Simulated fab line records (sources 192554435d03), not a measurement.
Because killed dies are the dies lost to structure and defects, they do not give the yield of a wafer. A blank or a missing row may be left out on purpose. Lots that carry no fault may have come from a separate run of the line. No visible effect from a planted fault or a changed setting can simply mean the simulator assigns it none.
fab line records -- flow n5_finfet -- part 2 of 2: steps 4 to 6 of 6
[record] lots = 21, wafers = 63, last_day = 17
route steps=1938 shown WELL_APT@31 FIN_SAQP@100
lots with no fault: from the same line, run without faults
start_h: the number of hours between the record's first day and the start of the first shown wafer of the lot -- wait_h: hours from the lot's prior step to this one -- " repeats the value in the row above -- L1.1+2: a single row standing in for several wafers -- - value missing, or start not given -- * or withheld: withheld -- < > ~ a bound
route shown NAME@n: a module of which the file shows steps, and the number in the route of the first -- usual: mean/standard deviation of fault-free wafers -- same: alike in all rows -- chamber/n: place in a boat -- sites: each site's reading -- _std_site: standard deviation of those values -- _edge_site: mean of outer sites minus mean of inner sites -- radius_mm: how far each site lies from the wafer's centre -- mask NAME#n: copy n -- behind: the most recent tool/chamber to have shaped the wafer -- hold: why the lot went on hold/how many hours it stayed there/how the hold came to an end -- device: whichever transistor did not switch (one of n, p or np) -- end of line: tests of these same wafers at the route's end -- a step without rows: its recipe alone -- killed: at the first sort, the dies lost to defects and structure; wafer yield is something else -- map: per-die view of a wafer (x killed, . not killed, _ where there is no die)
set.NAME: the run value of the setting; set.NAME@STEP: its run value at that earlier step -- model.NAME: the simulator's own value behind a step, which no gauge read
one table for each step of the route and one row for each wafer, over a sample of lots
services: from which hour (start_h, from the record's first day; less than 0 if before it) a tool's chamber was out of use, for how many hours, and why
[[steps]]
[step N5_FIN_SAQP_STRIP_55]
[recipe] chemistry = N2/H2, power_w = 500, temp_c = 40, pressure_mtorr = 50, rf_frequency_hz = 6e+07, overash_fraction = 0.3, bias_power_w = 28, h2_frac = 0.5, n2_flow_sccm = 300, h2_flow_sccm = 300
[usual] drypump_motor_current_A = 5.6/0.43, oes_product_au = 0.75/0.069, rf_vpp_V = 121.7/1.3, showerhead_plenum_p_Torr = 3.33/0.096, throttle_valve_pct = 18.8/0.38
lot.wafer,tool,chamber,start_h,wait_h,drypump_motor_current_A,oes_product_au,rf_hours_counter_h,rf_vpp_V,showerhead_plenum_p_Torr,throttle_valve_pct
L074.1,rie_diel-05,2,22.62,0.1,5.7,0.81,131,120.0,3.50,18.5
L074.3,rie_diel-05,0,22.62,0.1,5.7,0.75,138,119.6,3.36,18.7
L074.6,rie_diel-05,3,22.62,0.1,5.2,0.70,-,121.0,3.32,19.3
L075.1,rie_diel-05,1,28.09,0.1,5.2,0.76,142,121.6,3.36,19.0
L075.3,rie_diel-05,2,28.09,0.1,5.7,0.79,133,122.1,3.49,18.5
L075.6,rie_diel-05,0,28.09,0.1,5.7,0.76,-,122.7,3.36,18.7
L076.1,rie_diel-05,1,35.13,0.1,5.2,0.76,145,122.5,3.36,19.0
L076.4,rie_diel-05,2,35.13,0.1,5.7,0.81,135,120.5,3.49,18.5
L076.6,rie_diel-05,3,35.13,0.1,5.2,0.71,-,121.6,3.32,19.3
L077.2,rie_diel-06,3,40.49,0.1,6.5,0.74,150,122.9,3.22,18.7
L077.3,rie_diel-06,0,40.49,0.1,5.1,0.74,181,121.8,3.47,19.1
L077.5,rie_diel-06,2,40.49,0.1,5.7,0.71,-,121.6,3.20,18.7
L078.1,rie_diel-03,2,46.78,0.2,6.2,0.78,118,121.7,3.26,19.2
L078.2,rie_diel-03,1,46.78,0.2,5.3,0.68,224,121.0,3.46,19.5
L078.5,rie_diel-03,0,46.78,0.2,6.1,0.87,-,120.4,3.27,18.4
L079.2,rie_diel-03,0,53.56,0.1,6.1,0.88,54,121.4,3.26,18.4
L079.4,rie_diel-03,3,53.56,0.1,5.6,0.68,247,120.5,3.31,19.1
L079.6,rie_diel-03,2,53.56,0.1,6.2,0.79,-,123.0,3.26,19.2
L080.1,rie_diel-06,1,59.71,0.1,5.4,0.79,92,123.5,3.38,18.1
L080.4,rie_diel-06,3,59.71,0.1,6.4,0.74,158,119.4,3.21,18.7
L080.5,rie_diel-06,1,59.71,0.1,5.4,0.81,-,122.4,3.38,18.1
L081.3,rie_diel-06,1,66.25,0.1,5.4,0.81,94,122.6,3.38,18.1
L081.5,rie_diel-06,3,66.25,0.1,6.4,0.75,-,120.9,3.21,18.7
L081.6,rie_diel-06,2,66.25,0.1,5.7,0.70,-,123.0,3.20,18.7
L082.1,rie_diel-06,1,71.79,0.1,5.4,0.80,95,124.2,3.37,18.1
L082.2,rie_diel-06,0,71.79,0.1,5.1,0.73,193,122.0,3.47,19.1
L082.5,rie_diel-06,3,71.79,0.1,6.5,0.74,-,122.5,3.21,18.7
L083.2,rie_diel-05,3,77.09,0.1,5.2,0.70,232,121.1,3.31,19.3
L083.3,rie_diel-05,0,77.09,0.1,5.7,0.72,159,119.9,3.35,18.7
L083.4,rie_diel-05,0,77.09,0.1,5.7,0.73,-,121.7,3.35,18.7
L084.1,rie_diel-06,3,83.04,0.1,6.4,0.74,166,120.8,3.21,18.7
L084.2,rie_diel-06,2,83.04,0.1,5.7,0.69,221,121.6,3.20,18.7
L084.3,rie_diel-06,0,83.04,0.1,5.1,0.73,196,122.7,3.46,19.1
L086.1,rie_diel-06,2,96.58,0.1,5.6,0.70,224,121.1,3.19,18.7
L086.2,rie_diel-06,1,96.58,0.1,5.4,0.79,103,122.1,3.37,18.1
L086.4,rie_diel-06,1,96.58,0.1,5.4,0.80,-,121.0,3.37,18.1
L087.1,rie_diel-06,1,101.54,0.3,5.4,0.79,106,120.4,3.37,18.1
L087.5,rie_diel-06,0,101.54,0.3,5.1,0.72,-,121.6,3.46,19.1
L087.6,rie_diel-06,2,101.54,0.3,5.7,0.69,-,123.3,3.19,18.7
L088.2,rie_diel-03,1,107.62,0.1,5.3,0.68,245,121.0,3.45,19.5
L088.3,rie_diel-03,2,107.62,0.1,6.2,0.76,140,124.2,3.25,19.2
L088.5,rie_diel-03,1,107.62,0.1,5.3,0.67,-,122.6,3.45,19.5
L089.2,rie_diel-05,2,113.92,0.2,5.7,0.77,167,121.6,3.48,18.6
L089.5,rie_diel-05,3,113.92,0.2,5.2,0.67,-,121.8,3.30,19.3
L089.6,rie_diel-05,2,113.92,0.2,5.7,0.76,-,122.9,3.48,18.5
L090.1,rie_diel-03,3,118.96,0.1,5.6,0.95,15,119.4,3.30,18.8
L090.3,rie_diel-03,0,118.96,0.1,6.1,0.82,78,122.2,3.25,18.5
L090.4,rie_diel-03,1,118.96,0.1,5.3,0.67,249,121.8,3.44,19.5
L091.1,rie_diel-06,1,124.94,0.1,5.4,0.78,115,121.2,3.36,18.1
L091.2,rie_diel-06,2,124.94,0.1,5.7,0.68,237,120.4,3.19,18.7
L091.6,rie_diel-06,2,124.94,0.1,5.6,0.68,-,121.6,3.19,18.7
L092.1,rie_diel-03,2,130.55,0.1,6.2,0.75,149,119.9,3.24,19.2
L092.2,rie_diel-03,3,130.55,0.1,5.6,0.94,20,119.7,3.30,18.8
L092.4,rie_diel-03,3,130.55,0.1,5.6,0.94,-,123.3,3.30,18.7
L093.2,rie_diel-03,3,136.53,0.1,5.6,0.93,24,120.9,3.29,18.8
L093.5,rie_diel-03,0,136.53,0.1,6.1,0.83,-,119.8,3.25,18.5
L093.6,rie_diel-03,3,136.53,0.1,5.6,0.95,-,123.1,3.29,18.8
L096.1,rie_diel-05,0,154.82,0.1,5.7,0.71,185,122.1,3.33,18.7
L096.2,rie_diel-05,2,154.82,0.1,5.6,0.75,182,121.7,3.47,18.6
L096.5,rie_diel-05,1,154.82,0.1,5.2,0.74,-,124.1,3.34,19.1
L097.1,rie_diel-06,1,160.67,0.1,5.4,0.77,129,124.4,3.36,18.1
L097.2,rie_diel-06,3,160.67,0.1,6.5,0.71,190,121.4,3.20,18.7
L097.5,rie_diel-06,0,160.67,0.1,5.1,0.71,-,120.6,3.45,19.2
[step N5_FIN_SAQP_MANDREL2_REMOVE_60]
[recipe] chemistry = HBr/Cl2/O2, bt_time_s = 10, target = a-Si, stop_on = SiNx, endpoint = OES-SiCl, over_etch_frac = 1, icp_w = 600, bias_w = 22, HBr_flow_sccm = 150, Cl2_flow_sccm = 80, O2_flow_sccm = 5, pressure_mtorr = 10
[usual] drypump_motor_current_A = 5.8/0.38, he_backside_leak_sccm = 3.0/0.39, oes_product_au = 0.981/0.016, rf_fwd_power_W = 597.4/1.9, throttle_valve_pct = 36.58/0.2
lot.wafer,tool,chamber,start_h,wait_h,drypump_motor_current_A,he_backside_leak_sccm,oes_product_au,rf_fwd_power_W,rf_hours_counter_h,throttle_valve_pct
L074.1,rie_si-04,3,25.98,0.1,6.0,2.7,1.002,602.8,14,36.80
L074.3,rie_si-04,2,25.98,0.1,5.5,3.5,0.961,595.8,87,36.60
L074.6,rie_si-04,1,25.98,0.1,6.2,2.7,0.988,598.0,-,36.46
L075.1,rie_si-04,2,33.36,0.1,5.5,3.5,0.957,594.6,87,36.60
L075.3,rie_si-04,3,33.36,0.1,6.1,2.8,0.999,600.3,14,36.81
L075.6,rie_si-04,3,33.36,0.1,6.0,2.7,0.997,598.8,-,36.80
L076.1,rie_si-04,0,38.33,0.1,5.7,2.5,0.985,595.9,78,36.79
L076.4,rie_si-04,1,38.33,0.1,6.2,2.7,0.994,598.2,42,36.45
L076.6,rie_si-04,2,38.33,0.1,5.5,3.6,0.969,592.9,-,36.64
L077.2,rie_si-03,0,43.85,0.1,6.2,3.6,0.985,597.2,148,36.51
L077.3,rie_si-03,2,43.85,0.1,6.2,2.8,0.982,599.2,62,36.74
L077.5,rie_si-03,1,43.85,0.1,5.3,3.3,0.966,596.2,-,36.65
L078.1,rie_si-03,1,49.87,0.1,5.3,3.6,0.955,596.7,173,36.65
L078.2,rie_si-03,2,49.87,0.1,6.2,2.6,0.987,599.2,62,36.76
L078.5,rie_si-03,2,49.87,0.1,6.2,2.7,0.987,597.5,-,36.75
L079.2,rie_si-03,2,56.67,0.1,6.2,2.6,0.978,599.2,63,36.74
L079.4,rie_si-03,1,56.67,0.1,5.3,3.1,0.963,598.1,173,36.63
L079.6,rie_si-03,1,56.67,0.1,5.3,3.2,0.968,597.8,-,36.64
L080.1,rie_si-04,3,62.85,0.1,6.0,2.7,0.996,601.1,15,36.78
L080.4,rie_si-04,2,62.85,0.1,5.5,3.2,0.967,596.4,88,36.63
L080.5,rie_si-04,2,62.85,0.1,5.5,3.5,0.971,597.5,-,36.61
L081.3,rie_si-04,2,70.32,0.1,5.5,3.2,0.955,598.6,88,36.62
L081.5,rie_si-04,2,70.32,0.1,5.5,3.3,0.957,597.8,-,36.62
L081.6,rie_si-04,3,70.32,0.1,6.0,2.6,0.988,599.2,-,36.79
L082.1,rie_si-05,3,74.85,0.1,6.2,3.0,0.979,594.4,139,36.28
L082.2,rie_si-05,2,74.85,0.1,5.9,2.4,1.019,597.5,0,36.12
L082.5,rie_si-05,2,74.85,0.1,5.9,2.4,1.015,597.5,-,36.12
L083.2,rie_si-05,0,80.48,0.1,5.1,2.6,1.010,596.0,26,36.38
L083.3,rie_si-05,1,80.48,0.1,5.4,2.7,0.995,596.0,188,36.42
L083.4,rie_si-05,3,80.48,0.1,6.2,3.0,0.981,599.3,139,36.26
L084.1,rie_si-03,2,86.42,0.1,6.2,2.8,0.971,601.1,63,36.75
L084.2,rie_si-03,3,86.42,0.1,5.2,2.9,1.008,596.9,55,36.17
L084.3,rie_si-03,0,86.42,0.1,6.3,3.3,0.974,599.0,149,36.50
L086.1,rie_si-04,2,100.06,0.1,5.6,3.4,0.960,599.1,89,36.63
L086.2,rie_si-04,0,100.06,0.1,5.6,2.8,0.990,597.8,79,36.78
L086.4,rie_si-04,1,100.06,0.1,6.2,2.7,0.975,595.6,43,36.45
L087.1,rie_si-03,2,104.73,0.1,6.2,2.7,0.968,598.6,63,36.74
L087.5,rie_si-03,1,104.73,0.1,5.3,3.6,0.964,597.8,-,36.64
L087.6,rie_si-03,2,104.73,0.1,6.2,2.6,0.973,596.9,-,36.76
L088.2,rie_si-03,2,111.00,0.1,6.2,2.8,0.976,595.8,64,36.75
L088.3,rie_si-03,0,111.00,0.1,6.2,3.3,0.961,598.1,149,36.51
L088.5,rie_si-03,2,111.00,0.1,6.2,2.8,0.977,599.2,-,36.77
L089.2,rie_si-03,2,117.28,0.1,6.2,2.7,0.979,596.2,64,36.75
L089.5,rie_si-03,1,117.28,0.1,5.3,3.4,0.968,597.4,-,36.64
L089.6,rie_si-03,0,117.28,0.1,6.2,3.4,0.967,594.9,-,36.49
L090.1,rie_si-03,2,122.12,0.1,6.2,2.6,0.980,597.9,64,36.75
L090.3,rie_si-03,0,122.12,0.1,6.2,3.2,0.973,597.3,149,36.51
L090.4,rie_si-03,3,122.12,0.1,5.2,2.8,1.004,592.4,56,36.16
L091.1,rie_si-03,3,128.06,0.1,5.2,2.8,1.012,594.9,56,36.19
L091.2,rie_si-03,2,128.06,0.1,6.2,2.8,0.976,601.1,64,36.74
L091.6,rie_si-03,1,128.06,0.1,5.3,3.4,0.965,599.9,-,36.62
L092.1,rie_si-03,1,134.27,0.1,5.3,3.4,0.969,594.5,175,36.64
L092.2,rie_si-03,3,134.27,0.1,5.2,2.9,0.999,596.2,56,36.15
L092.4,rie_si-03,2,134.27,0.1,6.2,2.7,0.973,597.7,64,36.75
L093.2,rie_si-04,2,140.13,0.1,5.5,3.4,0.951,597.7,90,36.62
L093.5,rie_si-04,3,140.13,0.1,6.0,2.8,0.994,598.9,-,36.80
L093.6,rie_si-04,2,140.13,0.1,5.5,3.4,0.960,598.1,-,36.62
L096.1,rie_si-04,1,158.10,0.1,6.1,2.6,0.991,597.5,44,36.46
L096.2,rie_si-04,2,158.10,0.1,5.5,3.3,0.956,597.2,90,36.61
L096.5,rie_si-04,3,158.10,0.1,6.0,2.7,0.990,598.3,-,36.80
L097.1,rie_si-04,0,163.73,0.1,5.7,2.7,0.972,596.4,80,36.77
L097.2,rie_si-04,2,163.73,0.1,5.5,3.2,0.951,597.8,90,36.63
L097.5,rie_si-04,1,163.73,0.1,6.1,2.6,0.984,594.7,-,36.44
[step N5_FIN_SAQP_OCD_MEAS_76]
[usual] trench_depth_nm = 118.4/2.6
lot.wafer,tool,chamber,start_h,wait_h,trench_depth_nm
L074.1,ocd-02,-,26.64,0.0,120.9
L074.3,ocd-02,-,26.64,0.0,121.9
L074.6,ocd-02,-,26.64,0.0,116.6
L075.1,ocd-02,-,34.02,0.0,122.4
L075.3,ocd-02,-,34.02,0.0,118.5
L075.6,ocd-02,-,34.02,0.0,117.1
L076.1,ocd-02,-,39.01,0.0,119.3
L076.4,ocd-02,-,39.01,0.0,116.3
L076.6,ocd-02,-,39.01,0.0,119.9
L077.2,ocd-01,-,44.52,0.0,124.1
L077.3,ocd-01,-,44.52,0.0,118.4
L077.5,ocd-01,-,44.52,0.0,123.2
L078.1,ocd-02,-,50.57,0.0,115.9
L078.2,ocd-02,-,50.57,0.0,116.9
L078.5,ocd-02,-,50.57,0.0,114.6
L079.2,ocd-01,-,57.33,0.0,122.8
L079.4,ocd-01,-,57.33,0.0,117.0
L079.6,ocd-01,-,57.33,0.0,123.2
L080.1,ocd-02,-,63.51,0.0,119.5
L080.4,ocd-02,-,63.51,0.0,114.7
L080.5,ocd-02,-,63.51,0.0,115.5
L081.3,ocd-02,-,71.30,0.0,115.9
L081.5,ocd-02,-,71.30,0.0,118.5
L081.6,ocd-02,-,71.30,0.0,114.9
L082.1,ocd-01,-,75.69,0.0,122.1
L082.2,ocd-01,-,75.69,0.0,118.4
L082.5,ocd-01,-,75.69,0.0,121.3
L083.2,ocd-02,-,81.25,0.0,121.4
L083.3,ocd-02,-,81.25,0.0,118.8
L083.4,ocd-02,-,81.25,0.0,118.7
L084.1,ocd-01,-,87.09,0.0,115.5
L084.2,ocd-01,-,87.09,0.0,114.8
L084.3,ocd-01,-,87.09,0.0,119.2
L086.1,ocd-02,-,100.73,0.0,120.5
L086.2,ocd-02,-,100.73,0.0,116.9
L086.4,ocd-02,-,100.73,0.0,115.2
L087.1,ocd-02,-,105.62,0.0,119.6
L087.5,ocd-02,-,105.62,0.0,116.3
L087.6,ocd-02,-,105.62,0.0,120.9
L088.2,ocd-02,-,111.67,0.0,113.8
L088.3,ocd-02,-,111.67,0.0,116.4
L088.5,ocd-02,-,111.67,0.0,114.1
L089.2,ocd-02,-,117.96,0.0,114.9
L089.5,ocd-02,-,117.96,0.0,114.5
L089.6,ocd-02,-,117.96,0.0,117.7
L090.1,ocd-02,-,122.78,0.0,117.4
L090.3,ocd-02,-,122.78,0.0,123.3
L090.4,ocd-02,-,122.78,0.0,118.0
L091.1,ocd-02,-,128.73,0.0,118.1
L091.2,ocd-02,-,128.73,0.0,121.3
L091.6,ocd-02,-,128.73,0.0,116.4
L092.1,ocd-02,-,135.26,0.0,117.1
L092.2,ocd-02,-,135.26,0.0,116.8
L092.4,ocd-02,-,135.26,0.0,114.0
L093.2,ocd-02,-,140.81,0.0,121.8
L093.5,ocd-02,-,140.81,0.0,122.8
L093.6,ocd-02,-,140.81,0.0,116.1
L096.1,ocd-02,-,158.79,0.0,115.3
L096.2,ocd-02,-,158.79,0.0,115.6
L096.5,ocd-02,-,158.79,0.0,115.5
L097.1,ocd-02,-,164.40,0.0,119.4
L097.2,ocd-02,-,164.40,0.0,121.6
L097.5,ocd-02,-,164.40,0.0,119.6
[[services]]
tool,chamber,start_h,hours,kind
pecvd-04,1,14.00,5.4,repair
pecvd-04,-,28.52,6.0,pm
pecvd-01,2,33.65,2.2,repair
rie_diel-05,2,35.44,5.7,repair
rie_diel-06,2,42.20,6.6,repair
rie_diel-05,1,45.20,32.4,repair
rie_diel-05,0,48.06,9.0,repair
rie_diel-03,3,60.97,-,clean
rie_diel-03,3,60.97,-,consumable_replace:focus_ring
rie_diel-03,3,60.97,14.1,scheduled_down
rie_diel-03,3,60.97,14.1,vent_cycle
rie_diel-06,3,94.68,12.9,repair
pecvd-01,-,124.78,0.8,repair
pecvd-04,-,127.86,5.5,pm
rie_diel-05,3,128.67,-,clean
rie_diel-05,3,128.67,-,consumable_replace:focus_ring
rie_diel-05,3,128.67,11.6,scheduled_down
rie_diel-05,3,128.67,11.6,vent_cycle
rie_si-03,2,140.05,1.3,repair
rie_diel-06,2,158.01,-,clean
rie_diel-06,2,158.01,-,consumable_replace:focus_ring
rie_diel-06,2,158.01,-,consumable_replace:showerhead
rie_diel-06,2,158.01,24.5,scheduled_down
rie_diel-06,2,158.01,24.5,vent_cycle
